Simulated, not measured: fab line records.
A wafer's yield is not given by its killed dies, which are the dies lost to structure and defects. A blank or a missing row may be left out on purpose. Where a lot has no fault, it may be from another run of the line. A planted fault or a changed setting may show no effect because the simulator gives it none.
Comparing a struck lot with a sound one -- flow nand harc -- 15 steps out of a route of 1302
Sound: the wafers L858.2, L858.3, L858.6. Wafers struck: L871.2, L871.5, L871.6. At the end, the cause is stated.
Order at every step that has rows: each side's tool, ch and its chambers, its first start. Under that, the readings that differ: sound wafers -- struck wafers -- difference of the means -- sigmas: that difference in standard deviations of wafers without a fault.
alike: same words and numbers on both sides, and readings whose means sit less than 2 such deviations apart. not compared: any withheld reading, any reading some wafer has no value for, any bound like >300 that may hide the same value, and any number with overlapping values for which the record gives no deviation.
Wherever a step has rows on one side only, a row that says differs or no value, or a row with sigmas, the two part there. When numbers do not overlap yet have no deviation, they are printed without sigmas and do not part them. Lack of a reading on every wafer of one side parts them only where that side has two or more wafers.

NHARC_A_BONDPAD_OVL_MEAS_35:
  struck on overlay-01, day 31 18:26; sound on overlay-02, day 26 17:45
  alike: overlay x nm, overlay y nm
then, 1 step without rows for these wafers: NHARC_A_BONDPAD_HARDBAKE_10 (time 65 s).
NHARC_A_BONDPAD_DESCUM_11: chemistry O2, time 3 s.
  sound on rie diel-02 ch 0,1,3, day 26 17:53; struck on rie diel-03 ch 0,2,3, day 31 18:34
  alike: drypump motor current A, oes product au, rf vpp V, showerhead plenum p Torr, throttle valve pct
  not compared: rf hours counter h
then, 1 step without rows for these wafers: NHARC_A_BONDPAD_ETCH_34 (etches the open film in N2/H2, target depth 60 nm, overetch 18 nm, time 65.91 s).
NHARC_A_BONDPAD_ETCH_12: etches the open film in CHF3/O2, target depth 220 nm, time 110 s.
  sound: rie diel-02 ch 1,2,3; struck: rie diel-03 ch 0,3
  alike: drypump motor current A, oes product au, rf vpp V, showerhead plenum p Torr, throttle valve pct
  not compared: rf hours counter h
NHARC_A_BONDPAD_CD_MEAS_13:
  struck on cd sem-02, day 31 18:52; sound on cd sem-02, day 26 18:12
  alike: cd nm
NHARC_A_BONDPAD_STRIP_15: strips in O2.
  sound on rie diel-03 ch 0,1,2, day 26 18:18; struck on rie diel-13 ch 1,2,3, day 31 18:58
  alike: drypump motor current A, oes product au, rf vpp V, showerhead plenum p Torr, throttle valve pct
  not compared: rf hours counter h
NHARC_A_BONDPAD_ETCH_24: etches the open film in CF4/N2, target depth 30 nm, time 72.99 s.
  sound: rie diel-03 ch 1,2,3; struck: rie diel-13 ch 2,3
reading,sound,struck,difference,sigmas
drypump motor current A (A),5.4 5.4 5.0,6.1 6.1 6.2,+0.9,+2
  alike: oes product au, rf vpp V, showerhead plenum p Torr, throttle valve pct
  not compared: rf hours counter h
then, 2 steps without rows for these wafers: NHARC_A_BONDPAD_STRIP_16 (strips in post etch residue remover, time 600 s); NHARC_A_BONDPAD_DEGAS_25 (time 60 s).
NHARC_A_BONDPAD_PRE_CLEAN_26: time 30 s.
  sound on pvd sputter-02; struck on pvd sputter-03
  alike: heater power w
then, 1 step without rows for these wafers: NHARC_A_BONDPAD_PVD_17 (deposits TaN, target thk 5 nm, time 8.06 s).
NHARC_A_BONDPAD_PVD_27: deposits Cu, target thk 30 nm, time 20.49 s.
  struck on pvd sputter-03, day 31 19:47; sound on pvd sputter-02, day 26 19:02
  no value came back on the struck wafers for cathode dc power W (W), chamber pressure pa (Pa), throttle valve pct (%); on the sound wafers cathode dc power W (W) reads 4999.1 4998.8 5000.7
then, 1 step without rows for these wafers: NHARC_A_BONDPAD_ECD_18 (material Cu, target thk 400 nm).
NHARC_END_SORT_01:
  sound on prober-01 ch 0, day 28 06:00; struck on prober-01 ch 0, day 33 06:59
reading,sound,struck,difference,sigmas
defect limited yield (%),91 92 91,0 0 0,-91,-29
killed at array,55 45 59,670 671 671,+618,+29
killed dies,61 52 64,677 677 677,+618,+29
  alike: killed at other, killed at periphery, killed open, killed short

WHERE THEY PART
Earliest at NHARC_A_BONDPAD_ETCH_24; latest, in this record, at NHARC_END_SORT_01.

WHY: what had been put in by the simulator
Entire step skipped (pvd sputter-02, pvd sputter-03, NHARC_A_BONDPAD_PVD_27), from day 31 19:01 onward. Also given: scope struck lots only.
